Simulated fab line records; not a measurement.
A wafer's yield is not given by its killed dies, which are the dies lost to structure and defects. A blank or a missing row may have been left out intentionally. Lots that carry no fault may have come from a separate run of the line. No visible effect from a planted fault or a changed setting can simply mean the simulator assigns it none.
A struck lot beside a sound one	flow n5 finfet	16 steps out of a route of 1938
Sound: these wafers, L737.1, L737.2, L737.5. Struck: wafer L745.6 (left out: L745.5, a lot-mate that was not struck); the cause follows at the end.
At each step with rows: each side's tool, then ch and its chambers, then its first start. Under that, the readings that differ: sound wafers	struck wafers	difference of the means	sigmas: that difference in standard deviations of wafers without a fault.
alike: readings with means less than 2 such deviations apart, plus words and numbers identical on both sides. not compared: withheld readings, readings lacking a value on some wafer, bounds such as >300 that could conceal the same value, and numbers that have no deviation in the record and whose values overlap.
Wherever a step has rows on one side only, a row that says differs or no value, or a row with sigmas, the two part there. Non-overlapping numbers with no deviation appear without sigmas and do not part them. A reading that every wafer of one side lacks parts them only if that side has two wafers or more.

first, 4 steps without rows for these wafers: N5_BEOL_M2_SOFTBAKE_23 (time 60 s); N5_BEOL_M2_EXPOSE_25 (exposes mask V1, defocus 5 nm); N5_BEOL_M2_PEB_26 (peb time 60 s); N5_BEOL_M2_DEVELOP_27 (develop time 30 s).
N5_BEOL_M2_CD_MEAS_28: target cd 26.2 nm, target cd y 24.1 nm.
  sound on cd sem-02 ch 0, day 9 11:26; struck on cd sem-01 ch 0, day 11 05:02
  alike: cd nm
N5_BEOL_M2_OVL_MEAS_29:
  sound on overlay-02 ch 0, day 9 11:28; struck on overlay-01 ch 0, day 11 05:05
  alike: V1_OVL
N5_BEOL_M2_INSPECT_30: inspects for defects (brightfield).
  sound: defect inspect-02 at day 9 11:31; struck: defect inspect-01 at day 11 05:07
  alike: raw defect count
N5_BEOL_M2_DESCUM_33: chemistry O2, time 7 s.
  sound on rie diel-03 ch 1,2, day 9 11:34; struck on rie diel-01 ch 3, day 11 05:10
  alike: bias power w, drypump motor current A, o2 flow sccm, oes product au, rf vpp V, showerhead plenum p Torr, throttle valve pct
  not compared: rf hours counter h
N5_BEOL_M2_ETCH_77: etches underlayer in N2/H2, target depth 6.5 nm, time 5.2 s.
  sound on rie diel-03 ch 1,2, day 9 11:35; struck on rie diel-01 ch 3, day 11 05:11
reading	sound	struck	difference	sigmas
rf vpp V (V)	519.1 526.4 527.4	530.2	+5.9	+2
  alike: bias w, drypump motor current A, etch rf on time s, h2 flow sccm, oes product au, showerhead plenum p Torr, throttle valve pct
  not compared: rf hours counter h
N5_BEOL_M2_ETCH_69: etches SiARC in CF4, target depth 15.6 nm, time 26 s.
  sound on rie diel-03 ch 1,2, day 9 11:37; struck on rie diel-01 ch 3, day 11 05:14
reading	sound	struck	difference	sigmas
bias w (W)	35.79 35.94 35.94	36.19	+0.30	+2
  alike: drypump motor current A, etch rf on time s, oes product au, rf vpp V, showerhead plenum p Torr, throttle valve pct
  not compared: rf hours counter h
N5_BEOL_M2_ALD_98: deposits SiO2, target thk 2.5 nm, pulse time 1 s, co reactant pulse time 1 s.
  sound on ald sin-04 ch 2,3, day 9 11:41; struck on ald sin-03 ch 2, day 11 05:56
reading	sound	struck	difference	sigmas
heater power w (W)	79 62 61	86	+19	+3
  alike: precursor pulse height rel
N5_BEOL_M2_ETCHBACK_99: etches SiO2 in CHF3, target depth 5 nm, time 10.4 s.
  sound on rie diel-03 ch 0,1,2, day 9 15:53; struck on rie diel-03 ch 2, day 11 06:17
  alike: CHF3_flow_sccm, bias w, drypump motor current A, oes product au, rf vpp V, showerhead plenum p Torr, throttle valve pct
  not compared: rf hours counter h
N5_BEOL_M2_ETCH_70: etches SOC in N2/H2, target depth 80 nm, overetch 24 nm, time 130 s.
  sound on rie diel-03 ch 0,1,2, day 9 15:56; struck on rie diel-03 ch 2, day 11 06:21
reading	sound	struck	difference	sigmas
model.SiARC_of_BEOL_M2_COAT_68.thk nm (nm)	5.8 5.6 5.8	7.6	+1.9	
  alike: bias w, drypump motor current A, h2 flow sccm, oes product au, rf vpp V, showerhead plenum p Torr, throttle valve pct
  not compared: rf hours counter h
then, 1 step without rows for these wafers: N5_BEOL_M2_STRIP_71 (strips in N2/H2).
N5_BEOL_M4_RC_MEAS_101:
  sound on prober-02 ch 0, day 10 16:24; struck on prober-01 ch 0, day 12 13:25
reading	sound	struck	difference	sigmas
DIBL_N (mV/V)	39.6 38.9 38.9	36.7	-2.4	-2
DIBL_P (mV/V)	39.9 38.7 38.0	35.3	-3.6	-2
ION_N (uA/um)	697 686 675	662	-24	-2
  alike: IOFF_N, IOFF_P, ION_P, SS_N, SS_P, VT_N, VT_P
-- a jump in the record: the struck wafers' starts before and after are 4 days apart (it breaks off in module BEOL_M4 and resumes in module PASSIVATION, where the first step shown is number 1936 of the route) --
N5_PASSIVATION_PROBE_49:
  the record has rows for the struck wafers here (prober-02, day 16 10:17) and none for the sound ones

WHERE THEY PART
Earliest at N5_BEOL_M2_ETCH_77; latest, in this record, at N5_PASSIVATION_PROBE_49.

WHY: whatever the simulator had introduced
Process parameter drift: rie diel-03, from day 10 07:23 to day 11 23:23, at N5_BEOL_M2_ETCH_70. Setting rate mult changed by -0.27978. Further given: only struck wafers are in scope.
